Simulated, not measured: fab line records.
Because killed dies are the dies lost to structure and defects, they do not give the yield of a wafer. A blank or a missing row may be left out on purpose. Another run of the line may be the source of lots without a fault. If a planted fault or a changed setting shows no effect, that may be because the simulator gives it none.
Chamber matching	flow nand-harc	3 sister chambers for NHARC_THIN_TSV_DEP_43 on pecvd-02
The step deposits SiO2, target thk 1328.5 nm. 14 wafers are shown with their chamber, then 7 later ones without.

WAFERS PAIRED WITH THEIR CHAMBERS
wafer	chamber	throttle-valve-pct (%)	rf-fwd-power-W (W)	mfc-precursor-sccm (sccm)
L429.1	0	15.5	893.2	161.6
L429.3	1	15.4	897.6	161.9
L429.6	0	15.6	894.9	161.8
L431.4	2	17.0	894.4	162.5
L431.5	0	15.7	900.7	161.6
L431.6	1	15.1	896.7	161.5
L435.2	1	15.1	894.4	162.6
L435.3	2	16.8	899.1	161.5
L435.4	0	15.0	894.3	161.3
L436.3	2	16.6	898.3	161.7
L436.4	0	15.1	899.5	161.5
L436.5	2	16.8	895.9	161.4
L441.1	1	14.9	896.4	161.3
L441.2	2	16.8	902.4	161.6

SIGNATURES, as means of the wafers listed above
reading	chamber 0	chamber 1	chamber 2	scatter within a chamber
throttle-valve-pct	15.380	15.125	16.800	0.233
rf-fwd-power-W	896.520	896.275	898.020	2.84
mfc-precursor-sccm	161.560	161.825	161.740	0.415
Rule: for each reading, subtract the chamber's mean from the wafer's reading, divide by that reading's scatter and square the result; add these up over the readings and take the root, which gives the wafer's distance from the chamber. The wafer belongs to the nearest chamber; if the next one is less than 2 further off, it can't be placed. The scatter: take each reading less its chamber's mean, square it, sum over the shown wafers, divide by the number of wafers less the number of chambers, and take the root.

WAFERS MISSING THEIR CHAMBER
wafer	throttle-valve-pct (%)	rf-fwd-power-W (W)	mfc-precursor-sccm (sccm)
L441.6	16.9	893.8	162.1
L444.1	16.8	896.5	161.7
L444.4	14.9	900.5	161.0
L444.6	17.1	900.1	160.7
L445.1	15.0	897.4	161.0
L445.2	16.6	901.9	161.2
L445.4	17.0	900.2	161.3

THE CHAMBER EACH PASSED THROUGH
wafer	from the rows above	in truth
L441.6	2	2
L444.1	2	2
L444.4	can't be placed: 1 or 0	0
L444.6	2	2
L445.1	can't be placed: 1 or 0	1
L445.2	2	2
L445.4	2	2
Correctly placed: 5 of 7. Unplaceable from these rows: 2, with the true chamber sitting among the candidates in 2. Wrongly placed: 0.
